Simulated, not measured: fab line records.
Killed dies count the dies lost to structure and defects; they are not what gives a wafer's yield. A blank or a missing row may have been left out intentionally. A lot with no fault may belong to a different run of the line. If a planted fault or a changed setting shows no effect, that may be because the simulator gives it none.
Matching of chambers | flow n5 finfet | N5_BEOL_M7_ILD_DEP_00 on pecvd-03: 3 sister chambers
The step deposits SiCOH lowk from DEMS/porogen, target thk 179.75 nm, time 33.4 s. 22 wafers are shown with their chamber, then 11 later ones without.

EACH WAFER AND ITS CHAMBER
wafer  | chamber | heater power w (W) | showerhead plenum p Torr (Torr) | throttle valve pct (%)
L074.1 | 1       | 253                | 5.720                           | 13.3
L074.3 | 0       | 292                | 5.753                           | 13.5
L074.5 | 1       | 255                | 5.734                           | 13.5
L077.1 | 1       | 252                | 5.739                           | 13.3
L077.4 | 1       | 259                | 5.738                           | 13.4
L077.6 | 2       | 326                | 5.728                           | 13.4
L080.1 | 2       | 277                | 5.707                           | 13.2
L080.2 | 0       | 314                | 5.734                           | 13.5
L080.6 | 1       | 247                | 5.733                           | 13.4
L081.2 | 2       | 346                | 5.733                           | 13.7
L081.4 | 0       | 322                | 5.736                           | 13.4
L081.5 | 2       | 347                | 5.726                           | 13.3
L084.1 | 0       | 273                | 5.735                           | 13.6
L084.3 | 1       | 219                | 5.729                           | 13.3
L084.5 | 1       | 225                | 5.739                           | 13.3
L086.2 | 2       | 296                | 5.734                           | 13.6
L086.4 | 2       | 299                | 5.723                           | 13.3
L086.6 | 0       | 286                | 5.753                           | 13.6
L088.3 | 1       | 212                | 5.721                           | 13.6
L088.4 | 1       | 215                | 5.729                           | 13.5
L088.5 | 0       | 281                | 5.762                           | 13.4
L087.2 | 1       | 243                | 5.743                           | 13.5

SIGNATURES (means of the wafers above)
reading                  | chamber 0 | chamber 1 | chamber 2 | scatter within a chamber
heater power w           | 294.67    | 238.00    | 315.17    | 21.8
showerhead plenum p Torr | 5.74550   | 5.73250   | 5.72517   | 0.00957
throttle valve pct       | 13.500    | 13.410    | 13.417    | 0.133
Rule: distance of a wafer from a chamber = root of the sum over the readings of ((wafer's reading minus chamber's mean) / reading's scatter) squared. The wafer belongs to the nearest chamber; if the next one is less than 2 further off, it can't be placed. The scatter: the root of (the sum of the squares of (reading less its chamber's mean) over the shown wafers, divided by (wafers less chambers)).

WAFERS WITHOUT THEIR CHAMBER
wafer  | heater power w (W) | showerhead plenum p Torr (Torr) | throttle valve pct (%)
L087.3 | 318                | 5.751                           | 13.4
L087.4 | 315                | 5.745                           | 13.4
L089.1 | 323                | 5.741                           | 13.2
L089.3 | 284                | 5.731                           | 13.3
L089.4 | 230                | 5.719                           | 13.2
L095.2 | 314                | 5.750                           | 13.4
L095.4 | 311                | 5.721                           | 13.4
L095.6 | 235                | 5.752                           | 13.2
L096.1 | 264                | 5.736                           | 13.5
L096.2 | 210                | 5.747                           | 13.3
L096.6 | 275                | 5.723                           | 13.5

WHICH CHAMBER EACH WENT THROUGH
wafer  | from the rows above          | in truth
L087.3 | can't be placed: 0 or 2      | 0
L087.4 | can't be placed: 0 or 2      | 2
L089.1 | can't be placed: 2 or 0 or 1 | 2
L089.3 | can't be placed: 2 or 0 or 1 | 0
L089.4 | 1                            | 1
L095.2 | can't be placed: 0 or 2      | 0
L095.4 | 2                            | 2
L095.6 | can't be placed: 1 or 0      | 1
L096.1 | can't be placed: 1 or 0 or 2 | 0
L096.2 | 1                            | 1
L096.6 | can't be placed: 2 or 1 or 0 | 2
3 of 11 placed correctly. Can't be placed from these rows: 8 (the true chamber is among the candidates in 8). 0 placed wrongly.
